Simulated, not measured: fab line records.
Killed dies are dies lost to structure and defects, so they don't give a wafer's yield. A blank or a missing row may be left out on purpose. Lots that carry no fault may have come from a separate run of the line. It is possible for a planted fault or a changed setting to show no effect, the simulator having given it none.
Which tool was responsible? || flow nand_harc || 12 lots with 36 wafers sampled at 5 steps, on a route of 1159 steps

WHAT EACH GAUGE READ, for each wafer
NHARC_END_SORT_01.
{"lot": "L175", "measured": "day 21 19:50", "on": "prober-02", "killed_at_array": "28 25 126", "killed_at_other": "1 1 0", "killed_at_periphery": "2 2 6", "killed_dies": "31 28 132", "killed_open": "1 3 6", "killed_short": "1 4 3"}

TOOL THAT RAN EACH LOT (tool first, then ch and the chambers of the sampled wafers, then the start)
{"lot": "L165", "NHARC_A_CONTACT_DEP_84": "acl_dep-01 ch 0, day 17 01:19", "NHARC_A_CONTACT_ETCH_88": "rie_diel-01 ch 0,1,2, day 17 03:28", "NHARC_A_CONTACT_ETCH_110": "rie_diel-01 ch 0,1,3, day 17 06:02", "NHARC_A_CONTACT_STRIP_26": "rie_diel-01 ch 0,1,2, no start"}
{"lot": "L167", "NHARC_A_CONTACT_DEP_84": "acl_dep-01 ch 0, day 17 06:40", "NHARC_A_CONTACT_ETCH_88": "rie_diel-13 ch 0,1,2, day 17 08:44", "NHARC_A_CONTACT_ETCH_110": "rie_diel-04 ch 0,2, day 17 11:20", "NHARC_A_CONTACT_STRIP_26": "rie_diel-04 ch 2,3, no start"}
{"lot": "L166", "NHARC_A_CONTACT_DEP_84": "acl_dep-01 ch 0, day 17 08:53", "NHARC_A_CONTACT_ETCH_88": "rie_diel-01 ch 1,3, day 17 11:09", "NHARC_A_CONTACT_ETCH_110": "rie_diel-01 ch 1,2,3, day 17 13:50", "NHARC_A_CONTACT_STRIP_26": "rie_diel-01 ch 2,3, no start"}
{"lot": "L170", "NHARC_A_CONTACT_DEP_84": "acl_dep-02 ch 0, day 18 04:39", "NHARC_A_CONTACT_ETCH_88": "rie_diel-01 ch 0,1,3, day 18 06:57", "NHARC_A_CONTACT_ETCH_110": "rie_diel-01 ch 0,1,3, day 18 09:27", "NHARC_A_CONTACT_STRIP_26": "rie_diel-01 ch 0,1,3, no start"}
{"lot": "L169", "NHARC_A_CONTACT_DEP_84": "acl_dep-02 ch 0, day 18 10:34", "NHARC_A_CONTACT_ETCH_88": "rie_diel-01 ch 1,2,3, day 18 12:44", "NHARC_A_CONTACT_ETCH_110": "rie_diel-13 ch 0,3, day 18 15:18", "NHARC_A_CONTACT_STRIP_26": "rie_diel-13 ch 0,3, no start"}
{"lot": "L172", "NHARC_A_CONTACT_DEP_84": "acl_dep-01 ch 0, day 19 00:45", "NHARC_A_CONTACT_ETCH_88": "rie_diel-01 ch 0,1,3, day 19 02:43", "NHARC_A_CONTACT_ETCH_110": "rie_diel-04 ch 0,3, day 19 05:19", "NHARC_A_CONTACT_STRIP_26": "rie_diel-04 ch 0,2,3, no start"}
{"lot": "L171", "NHARC_A_CONTACT_DEP_84": "acl_dep-01 ch 0, day 19 04:07", "NHARC_A_CONTACT_ETCH_88": "rie_diel-01 ch 0,1,2, day 19 05:50", "NHARC_A_CONTACT_ETCH_110": "rie_diel-13 ch 0,1,2, day 19 08:23", "NHARC_A_CONTACT_STRIP_26": "rie_diel-13 ch 0,1,3, no start"}
{"lot": "L175", "NHARC_A_CONTACT_DEP_84": "acl_dep-02 ch 0, day 19 09:41", "NHARC_A_CONTACT_ETCH_88": "rie_diel-04 ch 1,2,3, day 19 11:36", "NHARC_A_CONTACT_ETCH_110": "rie_diel-04 ch 0,2,3, day 19 15:00", "NHARC_A_CONTACT_STRIP_26": "rie_diel-04 ch 0,2,3, day 21 19:50 or earlier"}
{"lot": "L177", "NHARC_A_CONTACT_DEP_84": "acl_dep-03 ch 0, day 20 01:44", "NHARC_A_CONTACT_ETCH_88": "rie_diel-01 ch 1,2,3, day 20 03:35", "NHARC_A_CONTACT_ETCH_110": "rie_diel-13 ch 0,2,3, day 20 06:16", "NHARC_A_CONTACT_STRIP_26": "rie_diel-13 ch 1,2,3, no start"}
{"lot": "L186", "NHARC_A_CONTACT_DEP_84": "acl_dep-02 ch 0, day 21 18:26", "NHARC_A_CONTACT_ETCH_88": "rie_diel-13 ch 0,1,3, day 21 20:26", "NHARC_A_CONTACT_ETCH_110": "rie_diel-13 ch 0,3, day 21 23:01", "NHARC_A_CONTACT_STRIP_26": "rie_diel-13 ch 0,1, no start"}
{"lot": "L187", "NHARC_A_CONTACT_DEP_84": "acl_dep-02 ch 0, day 21 19:16", "NHARC_A_CONTACT_ETCH_88": "rie_diel-01 ch 0,2,3, day 21 21:25", "NHARC_A_CONTACT_ETCH_110": "rie_diel-01 ch 0,1,3, day 21 23:56", "NHARC_A_CONTACT_STRIP_26": "rie_diel-01 ch 0,2,3, no start"}
{"lot": "L188", "NHARC_A_CONTACT_DEP_84": "acl_dep-03 ch 0, day 23 01:59", "NHARC_A_CONTACT_ETCH_88": "rie_diel-01 ch 0,2,3, day 23 04:13", "NHARC_A_CONTACT_ETCH_110": "rie_diel-01 ch 0,1,2, day 23 06:45", "NHARC_A_CONTACT_STRIP_26": "rie_diel-01 ch 1,2,3, no start"}
- NHARC_A_CONTACT_DEP_84: deposits aC, target thk 2000 nm.
- NHARC_A_CONTACT_ETCH_88: etches the open film in CF4, target depth 39 nm, time 65 s.
- NHARC_A_CONTACT_ETCH_110: etches the open film in CF4/O2, target depth 50 nm, overetch 5 nm, time 27.5 s.
- NHARC_A_CONTACT_STRIP_26: strips in O2.

AS READ BY THE TOOLS THEMSELVES (means over the sampled wafers that have a number; for cases with no such wafer, the mark the record gives instead)
NHARC_A_CONTACT_DEP_84.
{"lot": "L165", "tool": "acl_dep-01", "throttle_valve_pct (%)": 35.006}
{"lot": "L167", "tool": "acl_dep-01", "throttle_valve_pct (%)": 35.004}
{"lot": "L166", "tool": "acl_dep-01", "throttle_valve_pct (%)": 34.997}
{"lot": "L170", "tool": "acl_dep-02", "throttle_valve_pct (%)": 35.011}
{"lot": "L169", "tool": "acl_dep-02", "throttle_valve_pct (%)": 35.004}
{"lot": "L172", "tool": "acl_dep-01", "throttle_valve_pct (%)": 34.998}
{"lot": "L171", "tool": "acl_dep-01", "throttle_valve_pct (%)": 35.000}
{"lot": "L175", "tool": "acl_dep-02", "throttle_valve_pct (%)": 35.005}
{"lot": "L177", "tool": "acl_dep-03", "throttle_valve_pct (%)": 35.003}
{"lot": "L186", "tool": "acl_dep-02", "throttle_valve_pct (%)": 34.994}
{"lot": "L187", "tool": "acl_dep-02", "throttle_valve_pct (%)": 35.003}
{"lot": "L188", "tool": "acl_dep-03", "throttle_valve_pct (%)": 34.998}

NHARC_A_CONTACT_ETCH_88.
{"lot": "L165", "tool": "rie_diel-01", "drypump_motor_current_A (A)": 5.1, "oes_product_au (a.u.)": 0.994, "rf_vpp_V (V)": 151.1, "showerhead_plenum_p_Torr (Torr)": 1.74, "throttle_valve_pct (%)": 13.283}
{"lot": "L167", "tool": "rie_diel-13", "drypump_motor_current_A (A)": 5.8, "oes_product_au (a.u.)": 1.001, "rf_vpp_V (V)": 150.5, "showerhead_plenum_p_Torr (Torr)": 1.71, "throttle_valve_pct (%)": 13.280}
{"lot": "L166", "tool": "rie_diel-01", "drypump_motor_current_A (A)": 5.4, "oes_product_au (a.u.)": 0.997, "rf_vpp_V (V)": 150.5, "showerhead_plenum_p_Torr (Torr)": 1.69, "throttle_valve_pct (%)": 13.293}
{"lot": "L170", "tool": "rie_diel-01", "drypump_motor_current_A (A)": 5.3, "oes_product_au (a.u.)": 0.999, "rf_vpp_V (V)": 150.5, "showerhead_plenum_p_Torr (Torr)": 1.73, "throttle_valve_pct (%)": 13.281}
{"lot": "L169", "tool": "rie_diel-01", "drypump_motor_current_A (A)": 5.4, "oes_product_au (a.u.)": 0.994, "rf_vpp_V (V)": 150.9, "showerhead_plenum_p_Torr (Torr)": 1.68, "throttle_valve_pct (%)": 13.279}
{"lot": "L172", "tool": "rie_diel-01", "drypump_motor_current_A (A)": 5.3, "oes_product_au (a.u.)": 1.009, "rf_vpp_V (V)": 150.8, "showerhead_plenum_p_Torr (Torr)": 1.73, "throttle_valve_pct (%)": 13.286}
{"lot": "L171", "tool": "rie_diel-01", "drypump_motor_current_A (A)": 5.1, "oes_product_au (a.u.)": 1.001, "rf_vpp_V (V)": 150.2, "showerhead_plenum_p_Torr (Torr)": 1.74, "throttle_valve_pct (%)": 13.292}
{"lot": "L175", "tool": "rie_diel-04", "drypump_motor_current_A (A)": 6.3, "oes_product_au (a.u.)": 1.014, "rf_vpp_V (V)": 151.6, "showerhead_plenum_p_Torr (Torr)": 1.78, "throttle_valve_pct (%)": 13.288}
{"lot": "L177", "tool": "rie_diel-01", "drypump_motor_current_A (A)": 5.4, "oes_product_au (a.u.)": 0.998, "rf_vpp_V (V)": 149.6, "showerhead_plenum_p_Torr (Torr)": 1.68, "throttle_valve_pct (%)": 13.296}
{"lot": "L186", "tool": "rie_diel-13", "drypump_motor_current_A (A)": 5.7, "oes_product_au (a.u.)": 0.994, "rf_vpp_V (V)": 150.9, "showerhead_plenum_p_Torr (Torr)": 1.75, "throttle_valve_pct (%)": 13.294}
{"lot": "L187", "tool": "rie_diel-01", "drypump_motor_current_A (A)": 5.4, "oes_product_au (a.u.)": 0.995, "rf_vpp_V (V)": 150.2, "showerhead_plenum_p_Torr (Torr)": 1.72, "throttle_valve_pct (%)": 13.280}
{"lot": "L188", "tool": "rie_diel-01", "drypump_motor_current_A (A)": 5.3, "oes_product_au (a.u.)": 0.994, "rf_vpp_V (V)": 150.0, "showerhead_plenum_p_Torr (Torr)": 1.72, "throttle_valve_pct (%)": 13.273}

NHARC_A_CONTACT_ETCH_110.
{"lot": "L165", "tool": "rie_diel-01", "drypump_motor_current_A (A)": 5.3, "oes_ar_750_au (a.u.)": 1.001, "oes_product_au (a.u.)": 0.999, "rf_vpp_V (V)": 197.1, "showerhead_plenum_p_Torr (Torr)": 1.31, "throttle_valve_pct (%)": 13.408}
{"lot": "L167", "tool": "rie_diel-04", "drypump_motor_current_A (A)": 6.1, "oes_ar_750_au (a.u.)": 1.001, "oes_product_au (a.u.)": 0.986, "rf_vpp_V (V)": 198.5, "showerhead_plenum_p_Torr (Torr)": 1.37, "throttle_valve_pct (%)": 13.394}
{"lot": "L166", "tool": "rie_diel-01", "drypump_motor_current_A (A)": 5.4, "oes_ar_750_au (a.u.)": 1.003, "oes_product_au (a.u.)": 1.003, "rf_vpp_V (V)": 196.3, "showerhead_plenum_p_Torr (Torr)": 1.26, "throttle_valve_pct (%)": 13.386}
{"lot": "L170", "tool": "rie_diel-01", "drypump_motor_current_A (A)": 5.3, "oes_ar_750_au (a.u.)": 1.000, "oes_product_au (a.u.)": 1.003, "rf_vpp_V (V)": 197.3, "showerhead_plenum_p_Torr (Torr)": 1.31, "throttle_valve_pct (%)": 13.398}
{"lot": "L169", "tool": "rie_diel-13", "drypump_motor_current_A (A)": 5.3, "oes_ar_750_au (a.u.)": 1.000, "oes_product_au (a.u.)": 0.998, "rf_vpp_V (V)": 198.3, "showerhead_plenum_p_Torr (Torr)": 1.31, "throttle_valve_pct (%)": 13.387}
{"lot": "L172", "tool": "rie_diel-04", "drypump_motor_current_A (A)": 6.0, "oes_ar_750_au (a.u.)": 0.999, "oes_product_au (a.u.)": 1.005, "rf_vpp_V (V)": 196.7, "showerhead_plenum_p_Torr (Torr)": 1.25, "throttle_valve_pct (%)": 13.396}
{"lot": "L171", "tool": "rie_diel-13", "drypump_motor_current_A (A)": 5.8, "oes_ar_750_au (a.u.)": 1.002, "oes_product_au (a.u.)": 1.005, "rf_vpp_V (V)": 196.9, "showerhead_plenum_p_Torr (Torr)": 1.28, "throttle_valve_pct (%)": 13.406}
{"lot": "L175", "tool": "rie_diel-04", "drypump_motor_current_A (A)": 6.1, "oes_ar_750_au (a.u.)": 0.996, "oes_product_au (a.u.)": 0.985, "rf_vpp_V (V)": 197.5, "showerhead_plenum_p_Torr (Torr)": 1.31, "throttle_valve_pct (%)": 13.386}
{"lot": "L177", "tool": "rie_diel-13", "drypump_motor_current_A (A)": 5.5, "oes_ar_750_au (a.u.)": 1.003, "oes_product_au (a.u.)": 0.995, "rf_vpp_V (V)": 197.3, "showerhead_plenum_p_Torr (Torr)": 1.32, "throttle_valve_pct (%)": 13.395}
{"lot": "L186", "tool": "rie_diel-13", "drypump_motor_current_A (A)": 5.3, "oes_ar_750_au (a.u.)": 1.004, "oes_product_au (a.u.)": 1.000, "rf_vpp_V (V)": 196.9, "showerhead_plenum_p_Torr (Torr)": 1.30, "throttle_valve_pct (%)": 13.399}
{"lot": "L187", "tool": "rie_diel-01", "drypump_motor_current_A (A)": 5.3, "oes_ar_750_au (a.u.)": 0.999, "oes_product_au (a.u.)": 1.004, "rf_vpp_V (V)": 196.6, "showerhead_plenum_p_Torr (Torr)": 1.31, "throttle_valve_pct (%)": 13.394}
{"lot": "L188", "tool": "rie_diel-01", "drypump_motor_current_A (A)": 5.1, "oes_ar_750_au (a.u.)": 1.001, "oes_product_au (a.u.)": 0.996, "rf_vpp_V (V)": 197.1, "showerhead_plenum_p_Torr (Torr)": 1.31, "throttle_valve_pct (%)": 13.394}

NHARC_A_CONTACT_STRIP_26.
{"lot": "L165", "tool": "rie_diel-01", "drypump_motor_current_A (A)": 5.1, "oes_product_au (a.u.)": 0.994, "rf_vpp_V (V)": 57.3, "showerhead_plenum_p_Torr (Torr)": 3.47, "throttle_valve_pct (%)": 17.040}
{"lot": "L167", "tool": "rie_diel-04", "drypump_motor_current_A (A)": 6.3, "oes_product_au (a.u.)": 0.994, "rf_vpp_V (V)": 58.5, "showerhead_plenum_p_Torr (Torr)": 3.65, "throttle_valve_pct (%)": 17.034}
{"lot": "L166", "tool": "rie_diel-01", "drypump_motor_current_A (A)": 5.7, "oes_product_au (a.u.)": 1.002, "rf_vpp_V (V)": 58.1, "showerhead_plenum_p_Torr (Torr)": 3.32, "throttle_valve_pct (%)": 17.034}
{"lot": "L170", "tool": "rie_diel-01", "drypump_motor_current_A (A)": 5.3, "oes_product_au (a.u.)": 0.998, "rf_vpp_V (V)": 57.7, "showerhead_plenum_p_Torr (Torr)": 3.46, "throttle_valve_pct (%)": 17.021}
{"lot": "L169", "tool": "rie_diel-13", "drypump_motor_current_A (A)": 5.4, "oes_product_au (a.u.)": 0.989, "rf_vpp_V (V)": 57.0, "showerhead_plenum_p_Torr (Torr)": 3.60, "throttle_valve_pct (%)": 17.027}
{"lot": "L172", "tool": "rie_diel-04", "drypump_motor_current_A (A)": 6.1, "oes_product_au (a.u.)": 1.002, "rf_vpp_V (V)": 57.3, "showerhead_plenum_p_Torr (Torr)": 3.47, "throttle_valve_pct (%)": 17.034}
{"lot": "L171", "tool": "rie_diel-13", "drypump_motor_current_A (A)": 5.7, "oes_product_au (a.u.)": 0.999, "rf_vpp_V (V)": 57.9, "showerhead_plenum_p_Torr (Torr)": 3.51, "throttle_valve_pct (%)": 17.042}
{"lot": "L175", "tool": "rie_diel-04", "drypump_motor_current_A (A)": 6.1, "oes_product_au (a.u.)": 1.001, "rf_vpp_V (V)": 58.2, "showerhead_plenum_p_Torr (Torr)": 3.47, "throttle_valve_pct (%)": 17.036}
{"lot": "L177", "tool": "rie_diel-13", "drypump_motor_current_A (A)": 5.8, "oes_product_au (a.u.)": 1.000, "rf_vpp_V (V)": 58.2, "showerhead_plenum_p_Torr (Torr)": 3.54, "throttle_valve_pct (%)": 17.032}
{"lot": "L186", "tool": "rie_diel-13", "drypump_motor_current_A (A)": 5.6, "oes_product_au (a.u.)": 1.000, "rf_vpp_V (V)": 57.2, "showerhead_plenum_p_Torr (Torr)": 3.36, "throttle_valve_pct (%)": 17.034}
{"lot": "L187", "tool": "rie_diel-01", "drypump_motor_current_A (A)": 5.4, "oes_product_au (a.u.)": 0.994, "rf_vpp_V (V)": 56.7, "showerhead_plenum_p_Torr (Torr)": 3.43, "throttle_valve_pct (%)": 17.043}
{"lot": "L188", "tool": "rie_diel-01", "drypump_motor_current_A (A)": 5.5, "oes_product_au (a.u.)": 0.993, "rf_vpp_V (V)": 56.9, "showerhead_plenum_p_Torr (Torr)": 3.33, "throttle_valve_pct (%)": 17.037}

THE ANSWER, worked out from the rows above alone
Rule: usual is defined by the lots themselves. Put in order of their means at a reading, lots are off if they are a third of the lots or fewer, leave a main group of 4 or more, and stand apart from it by a gap of 3 or more times the standard deviation of the main group's means; of several such gaps the widest counts. If all means in a main group match to the digits the tables above print for the reading, that group is not used. Also off: a lot with no number at a reading for which 4 or more lots have one. Any other lot the step has rows for is counted as sound. Order of review: gauges by route order, followed by the tools' own readings, for which a lot's mean as printed above is used. At the first step where some lot is off, the reading lying furthest off is the one used; lots without a number count as furthest.
No lot is off at any reading shown: from this, nothing can be told.

WHAT THE SIMULATOR HAD PUT IN
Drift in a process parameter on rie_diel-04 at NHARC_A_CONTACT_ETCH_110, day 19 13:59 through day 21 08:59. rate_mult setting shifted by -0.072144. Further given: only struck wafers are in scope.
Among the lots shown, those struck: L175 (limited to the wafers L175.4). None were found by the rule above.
